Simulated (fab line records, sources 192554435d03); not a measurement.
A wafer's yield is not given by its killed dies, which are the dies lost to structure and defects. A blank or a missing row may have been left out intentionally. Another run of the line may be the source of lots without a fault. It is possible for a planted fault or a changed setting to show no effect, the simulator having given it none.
fab line records	flow n5-finfet
record lots=24	wafers=72	last-day=18
route steps=1938 shown FIN_SAQP@121 FIN_CUT@164 STI_FIN_REVEAL@183
lots with no fault: from the same line, run without faults
start-h: start of the lot's first displayed wafer, in hours after the record's first day	wait-h: hours since the lot's step before	" same as the row above	L1.1+2: a single row standing in for several wafers	- no value, or no start given	* or withheld: withheld	< > ~ a bound
route shown NAME@n: a module of which the file shows steps, and the number in the route of the first	usual: average and standard deviation across the fault-free wafers	same: alike in all rows	chamber/n: place in a boat	sites: per-site readings	_std_site: how widely they spread, as a standard deviation	_edge_site: inner sites' mean taken away from outer sites' mean	radius-mm: how far each site lies from the wafer's centre	mask NAME#n: copy n	behind: the tool/chamber that last shaped the wafer	hold: the reason the lot was held/the length of the hold in hours/how it ended	device: the n, p or np transistor that did not switch	end of line: at the end of the route, the tests of the same wafers	a step given without rows: its recipe and nothing more	killed: dies lost to structure and defects at the first sort, not the wafer's yield	map: dies across one wafer; x = killed, . = not, _ = none there
set.NAME: setting as actually run; set.NAME@STEP: the setting as run at that earlier step	model.NAME: the simulator's own value behind a step, which no gauge read
route steps across a sampled set of lots; one table per step, one row per wafer
services: from which hour (start-h, from the record's first day; less than 0 if before it) a tool's chamber was out of use, for how many hours, and why
## steps
# step N5_FIN_SAQP_STRIP_55
# recipe chemistry=N2/H2	power-w=500	temp-c=40	pressure-mtorr=50	rf-frequency-hz=6e+07	overash-fraction=0.3	bias-power-w=28	h2-frac=0.5	n2-flow-sccm=300	h2-flow-sccm=300
# usual drypump-motor-current-A=5.9/0.57	h2-flow-sccm=300.1/0.83	oes-product-au=0.77/0.072	rf-vpp-V=121.5/1.4	showerhead-plenum-p-Torr=3.34/0.097	throttle-valve-pct=18.95/0.27
lot.wafer	tool	chamber	start-h	wait-h	drypump-motor-current-A	h2-flow-sccm	oes-product-au	rf-hours-counter-h	rf-vpp-V	showerhead-plenum-p-Torr	throttle-valve-pct
L074.2	rie-diel-06	2	22.86	0.1	5.3	300.6	0.94	12	121.7	3.30	18.58
L074.5	"	2	"	"	5.3	299.4	0.93	-	120.0	3.30	18.55
L074.6	"	1	"	"	5.8	301.0	0.69	-	123.0	3.48	19.19
L075.1	rie-diel-06	0	28.75	0.1	6.4	301.0	0.77	114	121.7	3.25	18.69
L075.2	"	2	"	"	5.3	300.0	0.93	15	119.9	3.30	18.56
L075.6	"	1	"	"	5.8	300.5	0.70	-	121.9	3.48	19.20
L076.3	rie-diel-01	1	35.23	0.1	5.3	300.8	0.76	124	120.6	3.37	18.85
L076.5	"	2	"	"	6.7	300.2	0.81	-	123.1	3.39	18.75
L076.6	"	1	"	"	5.3	302.2	0.76	-	121.9	3.37	18.86
L077.1	rie-diel-06	1	40.02	0.1	5.8	300.8	0.70	209	122.4	3.48	19.18
L077.3	"	3	"	"	4.8	300.5	0.80	91	120.3	3.27	19.04
L077.6	"	2	"	"	5.3	299.9	0.91	-	122.6	3.30	18.55
L078.1	rie-diel-05	1	46.69	0.1	6.0	299.9	0.93	12	120.0	3.32	19.16
L078.2	"	3	"	"	6.7	299.6	0.76	155	122.3	3.21	19.08
L078.6	"	1	"	"	6.0	300.5	0.93	-	119.0	3.32	19.15
L079.1	rie-diel-01	2	52.20	0.2	6.7	299.3	0.81	122	123.4	3.38	18.74
L079.4	"	0	"	"	6.2	298.9	0.70	-	121.5	3.21	19.42
L079.5	"	3	"	"	5.9	300.3	0.73	-	121.5	3.46	18.65
L080.3	rie-diel-01	1	57.99	0.1	5.3	300.0	0.77	130	121.0	3.36	18.88
L080.4	"	2	"	"	6.7	300.7	0.80	124	122.0	3.38	18.75
L080.5	"	2	"	"	6.7	299.8	0.81	-	122.6	3.38	18.74
L081.1	rie-diel-01	3	64.71	0.1	5.9	300.3	0.70	216	120.5	3.46	18.65
L081.2	"	1	"	"	5.3	300.3	0.76	133	124.0	3.36	18.87
L081.5	"	3	"	"	5.9	300.2	0.71	-	121.2	3.46	18.66
L082.2	rie-diel-06	0	71.10	0.1	6.4	301.5	0.76	124	120.2	3.25	18.72
L082.5	"	1	"	"	5.8	300.6	0.67	-	123.4	3.48	19.22
L082.6	"	2	"	"	5.3	300.0	0.89	-	120.8	3.29	18.55
L083.2	rie-diel-05	2	77.02	0.1	5.6	299.9	0.80	106	121.7	3.37	18.73
L083.4	"	0	"	"	5.2	298.6	0.70	188	121.4	3.49	19.06
L083.6	"	1	"	"	5.9	300.2	0.91	-	122.9	3.31	19.21
L084.1	rie-diel-06	0	82.60	0.1	6.4	300.7	0.77	128	122.7	3.24	18.73
L084.3	"	3	"	"	4.8	300.5	0.80	99	121.8	3.27	19.06
L084.5	"	2	"	"	5.3	297.9	0.90	-	119.9	3.29	18.57
L085.3	rie-diel-01	3	88.34	0.1	6.0	300.3	0.71	223	122.6	3.45	18.65
L085.4	"	1	"	"	5.3	300.0	0.74	142	122.1	3.36	18.88
L085.5	"	2	"	"	6.7	300.0	0.79	-	119.0	3.38	18.78
L086.3	rie-diel-05	2	95.66	0.3	5.6	301.2	0.80	113	121.4	3.36	18.73
L086.5	"	0	"	"	5.3	300.4	0.69	-	122.5	3.49	19.06
L086.6	"	3	"	"	6.8	300.1	0.73	-	119.1	3.21	19.12
L087.2	rie-diel-05	0	101.87	0.1	5.3	298.9	0.68	197	123.5	3.49	19.09
L087.4	"	2	"	"	5.6	300.3	0.79	115	121.6	3.36	18.70
L087.5	"	2	"	"	5.6	300.8	0.80	-	123.1	3.36	18.70
L088.2	rie-diel-01	1	107.69	0.1	5.2	300.0	0.76	149	120.9	3.35	18.89
L088.3	"	3	"	"	5.9	299.8	0.70	230	122.2	3.45	18.65
L088.6	"	3	"	"	5.9	299.9	0.70	-	123.2	3.45	18.68
L089.1	rie-diel-05	0	113.50	0.1	5.3	301.1	0.69	202	122.2	3.48	19.11
L089.3	"	3	"	"	6.7	300.4	0.74	181	121.0	3.20	19.12
L089.4	"	1	"	"	6.0	301.9	0.88	-	119.1	3.30	19.19
L090.1	rie-diel-01	1	118.75	0.1	5.3	300.5	0.75	152	120.4	3.35	18.94
L090.2	"	3	"	"	5.9	299.8	0.68	234	122.1	3.45	18.70
L090.3	"	0	"	"	6.2	300.4	0.69	237	119.2	3.19	19.47
L091.2	rie-diel-01	1	124.72	0.1	5.3	299.2	0.74	155	120.9	3.35	18.91
L091.4	"	3	"	"	5.9	298.5	0.70	237	122.0	3.44	18.68
L091.6	"	3	"	"	5.9	298.5	0.71	-	121.4	3.44	18.70
L092.2	rie-diel-05	1	130.08	0.1	6.0	299.8	0.86	46	120.7	3.30	19.24
L092.4	"	0	"	"	5.2	299.3	0.69	208	124.6	3.48	19.10
L092.5	"	3	"	"	6.8	302.0	0.74	-	122.1	3.20	19.14
L093.2	rie-diel-05	0	138.69	0.1	5.3	299.3	0.68	211	123.5	3.48	19.11
L093.3	"	3	"	"	6.7	299.4	0.74	190	121.7	3.20	19.16
L093.4	"	1	"	"	6.0	300.8	0.86	50	121.6	3.30	19.22
L094.3	rie-diel-06	0	144.17	0.1	6.4	300.7	0.75	149	120.1	3.23	18.75
L094.4	"	1	"	"	5.8	299.7	0.67	240	124.0	3.46	19.26
L094.6	"	2	"	"	5.3	301.2	0.85	-	119.1	3.28	18.61
L095.4	rie-diel-05	3	148.34	0.1	6.8	300.3	0.71	193	121.0	3.20	19.14
L095.5	"	2	"	"	5.6	299.2	0.79	-	120.8	3.36	18.75
L095.6	"	3	"	"	6.7	299.9	0.73	-	122.8	3.20	19.17
L096.2	rie-diel-06	0	154.29	0.1	6.4	301.2	0.75	153	121.5	3.23	18.75
L096.3	"	2	"	"	5.3	300.9	0.85	56	123.7	3.28	18.64
L096.5	"	2	"	"	5.3	301.5	0.86	-	119.7	3.28	18.66
L097.1	rie-diel-05	1	160.46	0.1	5.9	300.6	0.85	60	120.1	3.29	19.26
L097.4	"	2	"	"	5.6	300.5	0.78	-	121.3	3.35	18.74
L097.5	"	3	"	"	6.7	301.0	0.73	-	119.2	3.19	19.18
# step N5_FIN_SAQP_SPACER1_ALD_24
# recipe material=SiO2	target-thk-a=203	temp-c=300	ald-precursor-family=BDEAS	ald-co-reactant=O2-plasma	pulse-time-s=1	purge-time-s=2	co-reactant-purge-time-s=2	ald-cycles=218	pressure-torr=2
# usual heater-power-w=463/45	precursor-pulse-height-rel=1.001/0.019
lot.wafer	tool	chamber	start-h	wait-h	heater-power-w	precursor-pulse-height-rel
L074.2	ald-sin-02	1	23.59	0.3	487	1.016
L074.5	"	3	"	"	408	0.983
L074.6	"	0	"	"	509	1.031
L075.1	ald-sin-03	0	29.70	0.3	435	0.983
L075.2	"	1	"	"	489	1.031
L075.6	"	0	"	"	430	1.019
L076.3	ald-sin-02	3	35.94	0.1	404	1.035
L076.5	"	3	"	"	410	1.006
L076.6	"	2	"	"	442	1.013
L077.1	ald-sin-03	3	40.78	0.3	555	1.003
L077.3	"	2	"	"	407	1.003
L077.6	"	0	"	"	424	1.005
L078.1	ald-sin-01	0	47.40	0.3	417	1.013
L078.2	"	3	"	"	488	1.000
L078.6	"	0	"	"	419	1.002
L079.1	ald-sin-02	2	52.95	0.3	451	0.980
L079.4	"	3	"	"	415	1.007
L079.5	"	2	"	"	440	1.019
L080.3	ald-sin-03	2	58.70	0.1	403	1.020
L080.4	"	0	"	"	419	1.021
L080.5	"	3	"	"	539	0.996
L081.1	ald-sin-03	3	66.17	1.0	544	1.019
L081.2	"	1	"	"	506	0.988
L081.5	"	0	"	"	425	0.994
L082.2	ald-sin-02	3	71.80	0.3	408	0.975
L082.5	"	1	"	"	489	1.033
L082.6	"	0	"	"	503	0.991
L083.2	ald-sin-02	3	77.73	0.3	417	0.998
L083.4	"	1	"	"	500	0.973
L083.6	"	1	"	"	503	1.017
L084.1	ald-sin-02	3	83.31	0.3	400	0.976
L084.3	"	1	"	"	486	1.009
L084.5	"	1	"	"	493	0.986
L085.3	ald-sin-03	0	89.05	0.1	423	0.995
L085.4	"	2	"	"	412	0.994
L085.5	"	0	"	"	431	0.981
L086.3	ald-sin-02	1	96.41	0.2	480	1.039
L086.5	"	2	"	"	427	1.022
L086.6	"	1	"	"	489	1.014
L087.2	ald-sin-02	1	103.19	0.3	496	0.969
L087.4	"	3	"	"	409	1.007
L087.5	"	1	"	"	509	1.016
L088.2	ald-sin-03	3	108.40	0.3	539	1.018
L088.3	"	0	"	"	435	1.007
L088.6	"	0	"	"	425	0.986
L089.1	ald-sin-01	3	114.21	0.3	452	0.993
L089.3	"	2	"	"	435	1.027
L089.4	"	0	"	"	407	1.032
L090.1	ald-sin-01	0	119.47	0.3	414	1.012
L090.2	"	3	"	"	465	0.964
L090.3	"	1	"	"	465	0.987
L091.2	ald-sin-02	1	125.42	0.3	485	1.008
L091.4	"	2	"	"	433	0.990
L091.6	"	3	"	"	420	0.984
L092.2	ald-sin-01	2	131.67	0.7	449	0.984
L092.4	"	0	"	"	410	0.982
L092.5	"	0	"	"	409	1.001
L093.2	ald-sin-03	3	139.40	0.3	547	0.967
L093.3	"	1	"	"	505	0.998
L093.4	"	0	"	"	434	1.013
L094.3	ald-sin-03	0	144.88	0.1	429	0.977
L094.4	"	1	"	"	492	0.994
L094.6	"	2	"	"	416	0.981
L095.4	ald-sin-03	2	149.10	0.2	412	0.994
L095.5	"	3	"	"	524	1.017
L095.6	"	0	"	"	428	0.999
L096.2	ald-sin-01	0	155.01	0.3	412	1.013
L096.3	"	1	"	"	473	0.960
L096.5	"	2	"	"	435	1.008
L097.1	ald-sin-03	0	161.16	0.3	436	1.005
L097.4	"	2	"	"	406	0.991
L097.5	"	2	"	"	415	1.024
# step N5_FIN_SAQP_CD_MEAS_27
# recipe target-cd-nm=20	landing-energy-ev=1000	detector=se-inlens	polarity=line
# usual cd-nm=20.30/0.22
lot.wafer	tool	chamber	start-h	wait-h	cd-nm
L074.2	cd-sem-01	0	24.51	0.1	20.24
L074.5	"	0	"	"	19.77
L074.6	"	0	"	"	20.33
L075.1	cd-sem-01	0	30.63	0.1	20.14
L075.2	"	0	"	"	20.04
L075.6	"	0	"	"	20.39
L076.3	cd-sem-03	0	36.87	0.1	20.39
L076.5	"	0	"	"	20.25
L076.6	"	0	"	"	20.22
L077.1	cd-sem-03	0	41.69	0.1	20.64
L077.3	"	0	"	"	20.55
L077.6	"	0	"	"	20.18
L078.1	cd-sem-01	0	48.31	0.1	20.29
L078.2	"	0	"	"	20.12
L078.6	"	0	"	"	20.18
L079.1	cd-sem-01	0	53.87	0.1	20.01
L079.4	"	0	"	"	20.47
L079.5	"	0	"	"	20.35
L080.3	cd-sem-01	0	59.66	0.1	20.24
L080.4	"	0	"	"	20.33
L080.5	"	0	"	"	20.31
L081.1	cd-sem-01	0	67.08	0.1	20.16
L081.2	"	0	"	"	19.70
L081.5	"	0	"	"	20.11
L082.2	cd-sem-02	0	72.72	0.1	20.40
L082.5	"	0	"	"	20.64
L082.6	"	0	"	"	20.40
L083.2	cd-sem-02	0	78.65	0.1	20.48
L083.4	"	0	"	"	19.69
L083.6	"	0	"	"	20.28
L084.1	cd-sem-02	0	84.34	0.1	20.18
L084.3	"	0	"	"	19.94
L084.5	"	0	"	"	20.07
L085.3	cd-sem-03	0	90.08	0.1	20.40
L085.4	"	0	"	"	20.36
L085.5	"	0	"	"	20.32
L086.3	cd-sem-01	0	97.34	0.1	20.62
L086.5	"	0	"	"	20.41
L086.6	"	0	"	"	20.11
L087.2	cd-sem-02	0	104.11	0.1	20.27
L087.4	"	0	"	"	19.82
L087.5	"	0	"	"	20.56
L088.2	cd-sem-01	0	109.32	0.1	20.28
L088.3	"	0	"	"	20.00
L088.6	"	0	"	"	20.37
L089.1	cd-sem-02	0	115.15	0.1	20.42
L089.3	"	0	"	"	20.55
L089.4	"	0	"	"	20.11
L090.1	cd-sem-01	0	120.39	0.1	20.24
L090.2	"	0	"	"	19.80
L090.3	"	0	"	"	20.21
L091.2	cd-sem-02	0	126.34	0.1	20.26
L091.4	"	0	"	"	20.31
L091.6	"	0	"	"	20.45
L092.2	cd-sem-02	0	132.63	0.1	20.33
L092.4	"	0	"	"	20.50
L092.5	"	0	"	"	20.17
L093.2	cd-sem-01	0	140.36	0.1	20.52
L093.3	"	0	"	"	20.61
L093.4	"	0	"	"	20.24
L094.3	cd-sem-01	0	145.80	0.1	20.17
L094.4	"	0	"	"	20.10
L094.6	"	0	"	"	20.41
L095.4	cd-sem-02	0	150.07	0.1	20.35
L095.5	"	0	"	"	20.45
L095.6	"	0	"	"	20.63
L096.2	cd-sem-03	0	155.94	0.1	20.20
L096.3	"	0	"	"	20.15
L096.5	"	0	"	"	20.97
L097.1	cd-sem-02	0	162.08	0.1	20.23
L097.4	"	0	"	"	20.19
L097.5	"	0	"	"	20.35
# step N5_FIN_SAQP_ETCH_57
# recipe chemistry=CH3F/O2	target=SiNx	mask-material=SiO2	target-depth-a=325	time-s=46.4	pressure-mtorr=30	source-w=395	bias-w=73	Ar_flow_sccm=150	CH3F_flow_sccm=30	O2_flow_sccm=20	ion-energy-ev=120	ends=cleared
# usual drypump-motor-current-A=5.8/0.57	etch-rf-on-time-s=46.4/1.2	oes-product-au=0.66/0.063	rf-vpp-V=296/4.5	showerhead-plenum-p-Torr=1.98/0.055	throttle-valve-pct=16.29/0.15
lot.wafer	tool	chamber	start-h	wait-h	drypump-motor-current-A	etch-rf-on-time-s	oes-product-au	rf-hours-counter-h	rf-vpp-V	showerhead-plenum-p-Torr	throttle-valve-pct
L074.2	rie-diel-01	1	24.55	0.0	5.3	47.0	0.67	120	300	2.00	16.45
L074.5	"	0	"	"	6.2	46.1	0.62	-	292	1.90	16.19
L074.6	"	1	"	"	5.3	47.6	0.67	-	299	2.00	16.44
L075.1	rie-diel-06	2	30.90	0.3	5.3	46.0	0.78	16	301	1.95	15.89
L075.2	"	1	"	"	5.8	48.0	0.58	206	296	2.05	16.31
L075.6	"	0	"	"	6.4	48.2	0.65	-	288	1.93	16.44
L076.3	rie-diel-05	0	36.91	0.0	5.3	46.9	0.61	172	304	2.06	16.29
L076.5	"	2	"	"	5.6	44.1	0.71	-	296	2.03	16.28
L076.6	"	3	"	"	6.7	46.2	0.65	-	288	1.91	16.43
L077.1	rie-diel-05	2	41.74	0.0	5.6	46.3	0.71	90	298	2.03	16.29
L077.3	"	0	"	"	5.3	47.6	0.61	174	303	2.06	16.27
L077.6	"	2	"	"	5.5	46.1	0.70	-	298	2.03	16.26
L078.1	rie-diel-01	2	48.36	0.0	6.7	46.3	0.68	120	299	2.01	16.16
L078.2	"	0	"	"	6.2	47.0	0.60	210	291	1.90	16.18
L078.6	"	2	"	"	6.7	46.7	0.68	-	298	2.01	16.15
L079.1	rie-diel-05	0	53.92	0.0	5.3	46.1	0.60	178	303	2.06	16.31
L079.4	"	1	"	"	6.0	44.1	0.79	15	296	1.97	16.29
L079.5	"	2	"	"	5.6	45.7	0.70	-	297	2.03	16.29
L080.3	rie-diel-01	3	59.81	0.1	5.9	44.8	0.61	214	295	2.06	16.32
L080.4	"	1	"	"	5.3	46.8	0.66	130	300	1.99	16.46
L080.5	"	2	"	"	6.7	47.0	0.68	-	300	2.00	16.18
L081.1	rie-diel-01	2	67.13	0.0	6.7	47.0	0.68	127	300	2.00	16.18
L081.2	"	0	"	"	6.2	46.8	0.60	218	292	1.90	16.21
L081.5	"	3	"	"	5.9	47.0	0.61	-	294	2.05	16.32
L082.2	rie-diel-05	0	72.91	0.2	5.2	47.8	0.59	187	304	2.06	16.31
L082.5	"	0	"	"	5.3	48.3	0.60	-	301	2.06	16.29
L082.6	"	3	"	"	6.7	46.9	0.63	-	289	1.91	16.45
L083.2	rie-diel-01	3	78.70	0.0	5.9	45.2	0.61	220	292	2.05	16.34
L083.4	"	0	"	"	6.2	47.3	0.60	222	294	1.90	16.21
L083.6	"	2	"	"	6.7	46.7	0.68	-	299	2.00	16.19
L084.1	rie-diel-06	3	84.55	0.2	4.8	45.8	0.68	100	291	1.93	16.21
L084.3	"	2	"	"	5.3	45.6	0.76	31	301	1.95	15.91
L084.5	"	2	"	"	5.3	46.0	0.76	-	301	1.95	15.91
L085.3	rie-diel-06	1	90.12	0.0	5.8	48.2	0.57	221	295	2.05	16.33
L085.4	"	2	"	"	5.3	46.3	0.75	34	302	1.95	15.92
L085.5	"	3	"	"	4.8	46.1	0.69	-	290	1.93	16.19
L086.3	rie-diel-05	3	97.43	0.1	6.7	46.5	0.64	175	289	1.90	16.44
L086.5	"	1	"	"	5.9	44.8	0.77	-	296	1.96	16.33
L086.6	"	2	"	"	5.6	45.6	0.69	-	297	2.02	16.33
L087.2	rie-diel-05	1	104.16	0.0	6.0	44.3	0.77	36	297	1.96	16.31
L087.4	"	0	"	"	5.3	48.3	0.58	197	302	2.05	16.32
L087.5	"	1	"	"	6.0	45.5	0.76	-	296	1.96	16.34
L088.2	rie-diel-06	1	109.36	0.0	5.8	49.4	0.57	227	295	2.05	16.36
L088.3	"	0	"	"	6.4	46.8	0.64	138	287	1.92	16.47
L088.6	"	0	"	"	6.4	47.7	0.64	-	288	1.92	16.48
L089.1	rie-diel-01	3	115.23	0.1	5.9	45.2	0.60	233	292	2.05	16.35
L089.3	"	1	"	"	5.3	46.7	0.65	152	299	1.99	16.50
L089.4	"	0	"	"	6.2	46.1	0.59	237	292	1.89	16.24
L090.1	rie-diel-01	1	120.44	0.0	5.3	46.5	0.65	153	299	1.98	16.51
L090.2	"	0	"	"	6.2	45.2	0.60	238	292	1.89	16.25
L090.3	"	2	"	"	6.7	44.6	0.67	145	299	2.00	16.19
L091.2	rie-diel-06	3	126.39	0.0	4.8	45.4	0.68	113	290	1.93	16.21
L091.4	"	2	"	"	5.3	45.9	0.75	46	303	1.94	15.95
L091.6	"	2	"	"	5.3	45.8	0.74	-	302	1.94	15.94
L092.2	rie-diel-06	0	132.77	0.1	6.4	46.1	0.64	146	288	1.92	16.51
L092.4	"	3	"	"	4.8	46.1	0.67	116	290	1.93	16.22
L092.5	"	2	"	"	5.3	46.1	0.74	-	300	1.94	15.96
L093.2	rie-diel-06	0	140.41	0.0	6.4	46.6	0.64	148	289	1.92	16.50
L093.3	"	3	"	"	4.8	44.8	0.67	119	290	1.93	16.24
L093.4	"	2	"	"	5.3	46.5	0.73	50	302	1.94	15.94
L094.3	rie-diel-06	2	145.84	0.0	5.2	45.8	0.74	52	301	1.94	15.96
L094.4	"	1	"	"	5.8	48.4	0.57	241	296	2.04	16.37
L094.6	"	0	"	"	6.4	46.7	0.64	-	288	1.92	16.47
L095.4	rie-diel-01	0	150.30	0.2	6.2	46.0	0.59	249	292	1.89	16.27
L095.5	"	1	"	"	5.3	46.3	0.64	-	300	1.98	16.52
L095.6	"	0	"	"	6.2	46.6	0.59	-	292	1.89	16.27
L096.2	rie-diel-05	1	156.07	0.1	5.9	45.3	0.73	58	297	1.95	16.38
L096.3	"	2	"	"	5.6	46.5	0.67	129	297	2.02	16.33
L096.5	"	0	"	"	5.3	49.0	0.57	-	303	2.05	16.35
L097.1	rie-diel-01	3	162.13	0.0	5.9	44.3	0.60	251	294	2.04	16.42
L097.4	"	1	"	"	5.3	46.6	0.63	-	299	1.98	16.55
L097.5	"	3	"	"	5.9	45.5	0.59	-	293	2.04	16.40
# step N5_FIN_CUT_OVL_MEAS_09
# recipe points-per-wafer=522
# usual FIN_CUT_OVL=-0.2/0.7
# same points-per-wafer=522
lot.wafer	tool	chamber	start-h	wait-h	FIN_CUT_OVL[nm]
L074.2	overlay-01	0	27.16	0.0	-1.1
L074.5	"	0	"	"	-0.9
L074.6	"	0	"	"	-0.7
L075.1	overlay-02	0	33.75	0.0	1.8
L075.2	"	0	"	"	1.5
L075.6	"	0	"	"	0.1
L076.3	overlay-01	0	39.49	0.0	0.4
L076.5	"	0	"	"	-1.1
L076.6	"	0	"	"	-0.3
L077.1	overlay-02	0	44.67	0.0	-0.2
L077.3	"	0	"	"	0.2
L077.6	"	0	"	"	-0.9
L078.1	overlay-01	0	51.64	0.0	-0.6
L078.2	"	0	"	"	-2.0
L078.6	"	0	"	"	-0.1
L079.1	overlay-01	0	56.51	0.0	0.2
L079.4	"	0	"	"	-0.4
L079.5	"	0	"	"	-0.5
L080.3	overlay-02	0	63.59	0.0	0.7
L080.4	"	0	"	"	0.7
L080.5	"	0	"	"	-0.3
L081.1	overlay-02	0	69.91	0.0	-0.8
L081.2	"	0	"	"	-0.2
L081.5	"	0	"	"	-0.2
L082.2	overlay-02	0	75.45	0.0	-0.2
L082.5	"	0	"	"	-0.4
L082.6	"	0	"	"	-0.2
L083.2	overlay-01	0	81.24	0.0	0.8
L083.4	"	0	"	"	-0.4
L083.6	"	0	"	"	-0.2
L084.1	overlay-01	0	87.65	0.0	-0.3
L084.3	"	0	"	"	-0.6
L084.5	"	0	"	"	-0.5
L085.3	overlay-02	0	92.78	0.0	-0.7
L085.4	"	0	"	"	-0.6
L085.5	"	0	"	"	-0.1
L086.3	overlay-02	0	100.35	0.0	0.3
L086.5	"	0	"	"	0.7
L086.6	"	0	"	"	-0.3
L087.2	overlay-02	0	106.90	0.0	-1.1
L087.4	"	0	"	"	-0.4
L087.5	"	0	"	"	-0.4
L088.2	overlay-02	0	112.13	0.0	-0.3
L088.3	"	0	"	"	-0.3
L088.6	"	0	"	"	-0.8
L089.1	overlay-01	0	117.65	0.0	0.2
L089.3	"	0	"	"	0.3
L089.4	"	0	"	"	1.4
L090.1	overlay-01	0	123.04	0.0	-0.7
L090.2	"	0	"	"	-0.6
L090.3	"	0	"	"	-1.3
L091.2	overlay-01	0	129.24	0.0	0.5
L091.4	"	0	"	"	-0.2
L091.6	"	0	"	"	0.7
L092.2	overlay-02	0	135.78	0.0	0.1
L092.4	"	0	"	"	-0.9
L092.5	"	0	"	"	-0.5
L093.2	overlay-01	0	143.17	0.0	0.7
L093.3	"	0	"	"	-0.4
L093.4	"	0	"	"	-0.5
L094.3	overlay-01	0	148.28	0.0	-0.7
L094.4	"	0	"	"	-0.8
L094.6	"	0	"	"	-1.3
L095.4	overlay-02	0	153.41	0.0	-1.1
L095.5	"	0	"	"	-0.9
L095.6	"	0	"	"	-1.4
L096.2	overlay-01	0	158.61	0.0	0.2
L096.3	"	0	"	"	-0.3
L096.5	"	0	"	"	-0.1
L097.1	overlay-01	0	165.05	0.0	0.5
L097.4	"	0	"	"	0.7
L097.5	"	0	"	"	1.1
# step N5_STI_FIN_REVEAL_ALD_00
# recipe material=SiO2	target-thk-a=10	temp-c=300	ald-precursor-family=BDEAS	ald-co-reactant=O2-plasma	pulse-time-s=1	pressure-torr=2
# usual heater-power-w=454/51	precursor-pulse-height-rel=1.001/0.017
lot.wafer	tool	chamber	start-h	wait-h	heater-power-w	precursor-pulse-height-rel
L074.2	ald-sin-02	0	28.36	0.1	515	1.020
L074.5	"	1	"	"	496	1.016
L074.6	"	2	"	"	434	1.012
L075.1	ald-sin-02	1	34.79	0.0	488	0.994
L075.2	"	0	"	"	509	0.989
L075.6	"	3	"	"	407	1.017
L076.3	ald-sin-04	2	40.55	0.0	460	0.977
L076.5	"	3	"	"	378	1.006
L076.6	"	0	"	"	422	1.013
L077.1	ald-sin-03	0	45.71	0.0	427	0.996
L077.3	"	1	"	"	497	0.987
L077.6	"	3	"	"	535	0.982
L078.1	ald-sin-03	0	52.72	0.1	431	1.031
L078.2	"	3	"	"	556	1.003
L078.6	"	1	"	"	504	0.989
L079.1	ald-sin-04	3	57.59	0.0	368	1.031
L079.4	"	1	"	"	505	1.003
L079.5	"	3	"	"	363	1.002
L080.3	ald-sin-02	0	64.83	0.0	503	0.997
L080.4	"	1	"	"	503	0.979
L080.5	"	2	"	"	440	0.999
L081.1	ald-sin-02	2	70.95	0.0	448	0.993
L081.2	"	0	"	"	496	1.036
L081.5	"	0	"	"	521	1.035
L082.2	ald-sin-02	2	77.18	0.3	445	1.006
L082.5	"	1	"	"	493	0.990
L082.6	"	2	"	"	436	0.979
L083.2	ald-sin-04	3	82.31	0.0	358	0.997
L083.4	"	0	"	"	415	1.013
L083.6	"	2	"	"	452	1.006
L084.1	ald-sin-03	0	88.69	0.0	432	1.011
L084.3	"	2	"	"	411	1.019
L084.5	"	2	"	"	410	0.975
L085.3	ald-sin-04	1	94.66	0.2	507	0.993
L085.4	"	0	"	"	421	1.013
L085.5	"	3	"	"	370	1.052
L086.3	ald-sin-04	1	101.48	0.0	503	1.015
L086.5	"	2	"	"	453	0.992
L086.6	"	3	"	"	370	0.985
L087.2	ald-sin-02	0	108.02	0.0	514	0.998
L087.4	"	1	"	"	487	0.988
L087.5	"	2	"	"	438	0.991
L088.2	ald-sin-02	3	113.16	0.0	407	1.022
L088.3	"	1	"	"	500	0.962
L088.6	"	3	"	"	408	0.997
L089.1	ald-sin-04	0	118.80	0.0	414	1.003
L089.3	"	2	"	"	461	0.981
L089.4	"	3	"	"	375	0.996
L090.1	ald-sin-03	1	124.08	0.0	481	0.985
L090.2	"	0	"	"	422	1.017
L090.3	"	2	"	"	405	0.948
L091.2	ald-sin-02	0	130.83	0.5	510	1.020
L091.4	"	1	"	"	496	1.034
L091.6	"	3	"	"	394	0.990
L092.2	ald-sin-04	2	137.42	0.0	461	1.014
L092.4	"	1	"	"	505	1.006
L092.5	"	3	"	"	368	0.995
L093.2	ald-sin-02	2	144.29	0.1	425	0.997
L093.3	"	0	"	"	521	1.005
L093.4	"	3	"	"	410	0.997
L094.3	ald-sin-03	0	149.80	0.4	437	1.008
L094.4	"	1	"	"	488	0.987
L094.6	"	1	"	"	501	0.992
L095.4	ald-sin-02	2	154.56	0.2	440	0.978
L095.5	"	1	"	"	479	1.020
L095.6	"	0	"	"	522	1.002
L096.2	ald-sin-04	0	159.65	0.0	424	1.001
L096.3	"	1	"	"	508	0.996
L096.5	"	3	"	"	358	0.992
L097.1	ald-sin-02	2	166.09	0.0	446	1.008
L097.4	"	1	"	"	493	0.969
L097.5	"	3	"	"	411	0.983
## services
tool	chamber	start-h	hours	kind
rie-diel-01	-	4.82	4.3	pm
rie-diel-06	3	11.49	25.0	repair
rie-diel-05	3	37.37	5.1	repair
rie-diel-01	1	47.72	5.8	repair
rie-diel-06	3	48.71	11.7	repair
ald-sin-01	3	49.59	6.7	repair
ald-sin-02	0	50.67	7.0	repair
rie-diel-06	-	52.18	15.6	pm
ald-sin-01	2	68.45	16.5	repair
rie-diel-06	1	78.17	4.5	repair
ald-sin-01	-	85.25	14.0	pm
rie-diel-05	-	88.48	0.2	repair
rie-diel-05	2	106.14	16.1	repair
ald-sin-01	2	109.21	3.2	repair
ald-sin-04	-	112.72	2.8	pm
rie-diel-05	1	116.27	3.7	repair
rie-diel-06	2	128.59	2.3	repair
ald-sin-04	3	132.14	3.9	repair
rie-diel-01	0	153.21	-	clean
rie-diel-01	0	153.21	-	consumable-replace:focus-ring
rie-diel-01	0	153.21	-	consumable-replace:showerhead
rie-diel-01	0	153.21	21.3	scheduled-down
rie-diel-01	0	153.21	21.3	vent-cycle
rie-diel-05	0	156.68	4.6	repair
## key
fault none
